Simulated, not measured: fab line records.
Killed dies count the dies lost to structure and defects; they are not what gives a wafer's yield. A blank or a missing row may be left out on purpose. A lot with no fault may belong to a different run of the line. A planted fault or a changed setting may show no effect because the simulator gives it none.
Matching of chambers | flow nand harc | NHARC_P_GATE_DESCUM_48 on rie diel-05 has 4 sister chambers
The step chemistry O2, time 3 s. 20 wafers are shown with their chamber, then 10 later ones without.

WAFERS PAIRED WITH THEIR CHAMBERS
wafer  | chamber | showerhead plenum p Torr (Torr) | drypump motor current A (A) | oes product au (a.u.)
L100.3 | 3       | 2.01                            | 5.7                         | 0.991
L100.4 | 2       | 1.83                            | 6.6                         | 0.998
L100.5 | 3       | 2.01                            | 5.7                         | 1.001
L102.1 | 2       | 1.83                            | 6.7                         | 1.007
L102.2 | 3       | 2.01                            | 5.7                         | 0.996
L102.4 | 0       | 1.80                            | 5.8                         | 0.997
L106.2 | 2       | 1.83                            | 6.7                         | 1.000
L106.3 | 3       | 2.01                            | 5.7                         | 1.000
L106.4 | 3       | 2.01                            | 5.6                         | 0.992
L108.1 | 2       | 1.83                            | 6.7                         | 1.002
L108.2 | 3       | 2.01                            | 5.7                         | 0.982
L108.5 | 3       | 2.01                            | 5.7                         | 0.992
L117.2 | 1       | 1.81                            | 5.2                         | 0.994
L117.3 | 2       | 1.83                            | 6.6                         | 0.989
L117.6 | 0       | 1.80                            | 5.9                         | 1.007
L116.1 | 0       | 1.80                            | 5.9                         | 1.002
L116.2 | 1       | 1.81                            | 5.2                         | 0.985
L116.6 | 2       | 1.83                            | 6.7                         | 0.987
L118.1 | 3       | 2.00                            | 5.7                         | 0.983
L118.3 | 2       | 1.83                            | 6.6                         | 0.987

SIGNATURES (averages over the wafers above)
reading                  | chamber 0 | chamber 1 | chamber 2 | chamber 3 | scatter within a chamber
showerhead plenum p Torr | 1.8000    | 1.8100    | 1.8300    | 2.0088    | 0.00234
drypump motor current A  | 5.867     | 5.200     | 6.657     | 5.688     | 0.0451
oes product au           | 1.00200   | 0.98950   | 0.99571   | 0.99212   | 0.00716
Rule: a wafer lies at a distance from a chamber equal to the root of the sum of squares, over the readings, of (its reading less the chamber's mean, divided by the reading's scatter). If the next closest chamber is less than 2 further off than the closest, the wafer can't be placed; otherwise it belongs to the closest. The scatter is the square root of a quotient: the sum, over the shown wafers, of each reading's squared deviation from its chamber's mean, divided by wafers minus chambers.

WAFERS WITH NO CHAMBER GIVEN
wafer  | showerhead plenum p Torr (Torr) | drypump motor current A (A) | oes product au (a.u.)
L118.5 | 1.81                            | 5.2                         | 0.994
L119.2 | 2.00                            | 5.7                         | 0.994
L119.4 | 1.83                            | 6.7                         | 0.982
L119.6 | 1.83                            | 6.7                         | 0.989
L122.1 | 2.00                            | 5.7                         | 0.990
L122.2 | 1.80                            | 5.2                         | 1.002
L122.5 | 1.82                            | 6.6                         | 0.992
L120.1 | 2.00                            | 5.7                         | 0.981
L120.4 | 1.80                            | 5.2                         | 0.997
L120.6 | 1.80                            | 5.8                         | 1.004

THE CHAMBER EACH PASSED THROUGH
wafer  | from the rows above | in truth
L118.5 | 1                   | 1
L119.2 | 3                   | 3
L119.4 | 2                   | 2
L119.6 | 2                   | 2
L122.1 | 3                   | 3
L122.2 | 1                   | 1
L122.5 | 2                   | 2
L120.1 | 3                   | 3
L120.4 | 1                   | 1
L120.6 | 0                   | 0
10 of 10 placed correctly. Number that these rows cannot place: 0. Number placed wrongly: 0.
